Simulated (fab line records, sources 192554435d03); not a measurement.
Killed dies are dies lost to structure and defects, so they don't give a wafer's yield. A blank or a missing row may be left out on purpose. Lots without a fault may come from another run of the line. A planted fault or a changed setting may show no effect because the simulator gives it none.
Split-lot experiment | flow n5_finfet | 7 lots, 39 wafers read, on a route of 1938 steps

THE SPLIT
At N5_MIM_BOT_LITHO_DEVELOP_07 (develop time 60 s), the setting develop_time_s was moved away from the recipe's 60 s on 12 of the 39 wafers read, by -41.7% to +15.7%. The other wafers ran this setting at the recipe's value.

FROM THE SPLIT TO THE READING: what the file shows between them, 1 step
- N5_MIM_BOT_LITHO_HARDBAKE_09: time 120 s

THE READING
cd_nm, in nm, at N5_MIM_BOT_LITHO_CD_MEAS_08 (target cd 3000 nm). Fault-free wafers of this fab line usually give 3002.4 nm, standard deviation 1.6 nm.

wafer  | tool, chamber at the split | develop_time_s as run, s | against the recipe | cd_nm, nm | against lot-mates on the recipe
L077.1 | litho_track-02, 0          | 60                       | recipe             | 3002.6    | -
L077.2 | litho_track-02, 0          | 60                       | recipe             | 3004.2    | -
L077.3 | litho_track-02, 0          | 60                       | recipe             | 3000.5    | -
L077.4 | litho_track-02, 0          | 60                       | recipe             | 3000.5    | -
L077.5 | litho_track-02, 0          | 60                       | recipe             | 3000.6    | -
L077.6 | litho_track-02, 0          | 60                       | recipe             | 3003.0    | -
L079.1 | litho_track-04, 0          | 39.49                    | -34.2%             | 2990.3    | -10.6
L079.2 | litho_track-04, 0          | 60                       | recipe             | 3000.8    | -
L079.3 | litho_track-04, 0          | 39.49                    | -34.2%             | 2993.0    | -7.9
L079.4 | litho_track-04, 0          | 60                       | recipe             | 3002.5    | -
L079.5 | litho_track-04, 0          | 39.49                    | -34.2%             | 2990.1    | -10.8
L079.6 | litho_track-04, 0          | 60                       | recipe             | 2999.5    | -
L081.1 | litho_track-04, 0          | 60                       | recipe             | 3004.4    | -
L081.2 | litho_track-04, 0          | 60                       | recipe             | 3004.1    | -
L081.3 | litho_track-04, 0          | 60                       | recipe             | 3001.8    | -
L081.4 | litho_track-04, 0          | 60                       | recipe             | 3002.1    | -
L081.5 | litho_track-04, 0          | 60                       | recipe             | 3004.2    | -
L081.6 | litho_track-04, 0          | 60                       | recipe             | 3003.4    | -
L086.3 | litho_track-01, 0          | 60                       | recipe             | 3003.3    | -
L086.4 | litho_track-01, 0          | 60                       | recipe             | 3005.4    | -
L086.6 | litho_track-01, 0          | 60                       | recipe             | 3003.9    | -
L087.1 | litho_track-04, 0          | 34.97                    | -41.7%             | 2991.8    | -11.7
L087.2 | litho_track-04, 0          | 34.97                    | -41.7%             | 2989.8    | -13.7
L087.3 | litho_track-04, 0          | 60                       | recipe             | 3001.9    | -
L087.4 | litho_track-04, 0          | 60                       | recipe             | 3004.0    | -
L087.5 | litho_track-04, 0          | 60                       | recipe             | 3004.7    | -
L087.6 | litho_track-04, 0          | 34.97                    | -41.7%             | 2990.6    | -12.9
L088.1 | litho_track-02, 0          | 60                       | recipe             | 3003.2    | -
L088.2 | litho_track-02, 0          | 60                       | recipe             | 3002.9    | -
L088.3 | litho_track-02, 0          | 38.86                    | -35.2%             | 2995.4    | -7.1
L088.4 | litho_track-02, 0          | 60                       | recipe             | 3001.5    | -
L088.5 | litho_track-02, 0          | 38.86                    | -35.2%             | 2992.3    | -10.2
L088.6 | litho_track-02, 0          | 38.86                    | -35.2%             | 2995.3    | -7.2
L097.1 | litho_track-04, 0          | 69.43                    | +15.7%             | 3004.2    | +2.0
L097.2 | litho_track-04, 0          | 69.43                    | +15.7%             | 3007.3    | +5.1
L097.3 | litho_track-04, 0          | 60                       | recipe             | 3000.9    | -
L097.4 | litho_track-04, 0          | 60                       | recipe             | 3002.9    | -
L097.5 | litho_track-04, 0          | 69.43                    | +15.7%             | 3003.7    | +1.5
L097.6 | litho_track-04, 0          | 60                       | recipe             | 3002.8    | -

THE FIT
A straight line over all 39 wafers: cd_nm changes by +0.272 nm for each +1% of develop_time_s; r = +0.94; the points scatter about the line by 1.7 nm.
The same after taking each lot's own level away (the mean of its wafers on the recipe; 39 wafers): +0.27 nm for each +1%; r = +0.96; scatter 1.4 nm.
On that fit, the largest move of develop_time_s shifts the reading by 11 nm.
The lots' own levels span 3000.93 to 3004.20 nm, that is 2.0 times the standard deviation above.
So the lot-to-lot level changes the slope little: the two slopes agree.
Check: with one of the wafers moved furthest among these (-41.7%) left out of the fit, the line predicts -11.4 nm for it against its lot-mates. It came out at -11.7 nm against them.

OTHER SPLITS ON THESE WAFERS
These wafers also went through other splits before the reading. Each is held against what the fit with the lots' levels taken away leaves over:
other split on the same wafers | wafers away from the commonest value | r with cd_nm (lot level and that fit taken away)
N5_BEOL_M11_DESCUM_16 time_s   | 9                                    | -0.05
N5_BEOL_M13_SPUTTER_43 time_s  | 12                                   | -0.12

THE FILE'S OWN FIT
cd_nm changes by +0.273 nm for each +1% of develop_time_s, r = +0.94.
